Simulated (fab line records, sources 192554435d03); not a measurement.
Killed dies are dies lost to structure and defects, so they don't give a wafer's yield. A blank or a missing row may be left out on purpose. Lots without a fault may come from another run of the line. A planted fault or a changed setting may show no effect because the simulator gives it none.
One fault seen from 3 desks | flow n5_finfet | each desk has only its own numbers; what lay behind them comes last

THE METROLOGY DESK
What the gauges read, lot by lot, whatever tool the lot ran on: means of the sampled wafers that have a number. A lot is out of limits, marked OUT, if its mean lies more than 4 standard deviations from the usual mean; the brackets give that distance.
Columns: A = cd_nm at N5_BEOL_M13_CD_MEAS_28, usual 209.7 nm; B = M13_OVL at N5_BEOL_M13_OVL_MEAS_29, usual 5 nm; C = trench_depth_nm at N5_BEOL_M13_OCD_MEAS_35, usual 411 nm; D = M13_THK at N5_BEOL_M13_THK_MEAS_50, usual 418 nm
lot  | first seen here | A     | B  | C   | D
L551 | day 13 05:52    | 209.1 | 4  | 409 | 418
L550 | day 13 23:59    | 209.8 | 12 | 403 | 407
L555 | day 14 18:32    | 210.3 | 2  | 417 | 423
L566 | day 17 23:36    | 210.4 | 4  | 412 | 421
L571 | day 18 17:29    | 208.3 | 0  | 410 | 423
This desk's finding: nothing out of limits on any of the 5 lots.

THE TOOL OWNER'S DESK: rie_diel-02
The tool's own readings at N5_BEOL_M13_ETCH_38 (etches SiCN in CF4/N2, target depth 67.5 nm, time 71.9 s): means of the sampled wafers that have a number, for each lot that ran on this tool. A lot is out of limits, marked OUT, if its mean lies more than 4 standard deviations from the usual mean; the brackets give that distance.
Columns: A = bias_w at N5_BEOL_M13_ETCH_38, usual 70.02 W; B = drypump_motor_current_A at N5_BEOL_M13_ETCH_38, usual 5.8 A; C = oes_product_au at N5_BEOL_M13_ETCH_38, usual 0.81 a.u.; D = rf_vpp_V at N5_BEOL_M13_ETCH_38, usual 382.3 V; E = showerhead_plenum_p_Torr at N5_BEOL_M13_ETCH_38, usual 2.20 Torr; F = throttle_valve_pct at N5_BEOL_M13_ETCH_38, usual 15.5 %
lot  | first seen here | A     | B   | C    | D     | E    | F
L550 | day 14 00:54    | 70.05 | 5.8 | 0.85 | 382.5 | 2.21 | 15.1
L555 | day 14 20:14    | 69.99 | 5.6 | 0.92 | 381.0 | 2.20 | 15.4
This desk's finding: nothing out of limits on any of the 2 lots.

THE DEFECT DESK
What the inspections along the route counted, lot by lot: means of the sampled wafers that have a number. A lot is out of limits, marked OUT, if its mean lies more than 4 standard deviations from the usual mean; the brackets give that distance.
Columns: A = raw_defect_count at N5_BEOL_M13_INSPECT_30, usual 2.1
lot  | first seen here | A
L551 | day 13 05:55    | 1.3
L550 | day 14 00:02    | 2.3
L555 | day 14 18:35    | 2.3
L566 | day 17 23:39    | 1.3
L571 | day 18 17:32    | 2.7
This desk's finding: nothing out of limits on any of the 5 lots.

PUT TOGETHER
The metrology desk saw nothing out of limits.
The tool owner's desk saw nothing out of limits.
The defect desk saw nothing out of limits.

WHAT THE SIMULATOR HAD PUT IN
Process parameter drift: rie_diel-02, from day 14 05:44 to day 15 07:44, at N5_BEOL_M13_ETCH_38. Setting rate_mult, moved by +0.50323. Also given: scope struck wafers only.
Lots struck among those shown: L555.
